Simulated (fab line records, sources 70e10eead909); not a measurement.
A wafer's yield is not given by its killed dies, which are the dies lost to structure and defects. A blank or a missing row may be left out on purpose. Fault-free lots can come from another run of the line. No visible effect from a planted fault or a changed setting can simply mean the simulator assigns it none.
Problem report in the 8D (eight disciplines) form, filled by code | flow nand-harc | the parts of the form that need people (team, actions taken, sign-off) are left out

## 1. WHAT WENT WRONG
Mean of cd-nm at NHARC_P_M1_CD_MEAS_09: 127.1 nm across 2 wafers in 2 lots; on wafers with no fault it is 130.0 nm (standard deviation 0.49). Relative to the usual mean, that is a shift of -5.9 standard deviations.
The step: target cd 130 nm.
Earliest sighting: wafer L509.1 on cd-sem-02 at day 11 01:00. The record holds 30 wafers of 10 lots with a number at this step. Rule for "out", or "out of limits": more than 4 standard deviations from the usual mean. The other wafers with a number count as sound.

## 2. WHAT IT IS; WHAT IT IS NOT
question                    | is                   | is not
which readings at this step | cd-nm                | -
which lots                  | L509, L511           | L499, L501, L504, L507, L516, L517, L518, L521
which wafers of those lots  | L509.1, L511.1       | L509.3, L509.5, L511.2, L511.5
read on which gauges        | cd-sem-02, cd-sem-03 | -
when                        | from day 11 01:00    | up to then (14 sound wafers); but 14 sound wafers of L511, L516, L517, L518, L521 came after

## 3. SUSPECTS, AND WHAT RULES EACH OUT
Counting: a tool at a process step up to the reading stays a suspect if it ran every lot that is out. Sound lots after the first of them don't rule it out here, since some wafers of a struck lot are sound.
- the gauge at NHARC_P_M1_CD_MEAS_09 has been ruled out. 2 gauges (cd-sem-02, cd-sem-03) read the wafers that are out.
- rie-diel-04 at NHARC_P_M0_STRIP_18 (strips in N2/H2): kept. It processed each lot that is out (first: L509, day 10 21:25); up to then, its last sound lot is L499 (day 6 10:59).
- pecvd-01 at NHARC_P_M0_PRE_CLEAN_31 (time 12 s): kept. It processed each lot that is out (first: L509, day 10 23:43); up to then, its last sound lot is L507 (day 9 22:25).
- litho-track-01 at NHARC_P_M1_PEB_07 (peb time 65 s): kept. It processed each lot that is out (first: L509, day 11 00:55); up to then, its last sound lot is L507 (day 9 23:31). Out on those wafers are its own readings of heater-power-total-W.
Left after counting: rie-diel-04 at NHARC_P_M0_STRIP_18, pecvd-01 at NHARC_P_M0_PRE_CLEAN_31, litho-track-01 at NHARC_P_M1_PEB_07.

## 4. THE CAUSE (what the simulator had put in)
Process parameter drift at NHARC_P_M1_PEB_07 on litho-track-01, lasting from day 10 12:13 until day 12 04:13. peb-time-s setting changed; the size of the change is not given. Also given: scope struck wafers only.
This tool is one of the 3 suspects left after counting.

## 5. THE CHAIN OF EFFECTS, in route order
One row per reading whose mean, taken over the struck wafers that have a number, lies over 3 standard deviations from the usual. Readings are gone through only where the record gives a usual standard deviation; hours: the median, over the lots, of the time from a lot's start at the first step in this table giving one to that lot's start at this step; sigmas: the change measured in usual standard deviations.
hours | step                  | reading              | usual    | on struck wafers | change | sigmas
0     | NHARC_P_M1_PEB_07     | heater-power-total-W | 156.6 W  | 164.5            | +7.9   | +18
0     | NHARC_P_M1_CD_MEAS_09 | cd-nm                | 130.0 nm | 127.1            | -2.9   | -5.9
It contains these process steps:
- NHARC_P_M1_PEB_07: peb time 65 s.
Later steps that measure or inspect, where all struck wafers having a row at the step show a number for every such reading and not one has moved that far: NHARC_END_SORT_01.

## 6. HOW IT WOULD HAVE BEEN CAUGHT EARLIER
Counted from the fault's start at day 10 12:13, it took 13 hours until the first out-of-limits reading at a measuring or inspecting step in this record, taken at day 11 01:00.
The tool's own readings at NHARC_P_M1_PEB_07 were out on every struck wafer that the step has a row for (heater-power-total-W): an alarm limit on them would have fired on the first of those.
L511, from the lots that are out (2), started NHARC_P_M1_PEB_07 on litho-track-01 later than day 11 01:00. A hold on the tool at that time would have spared it.
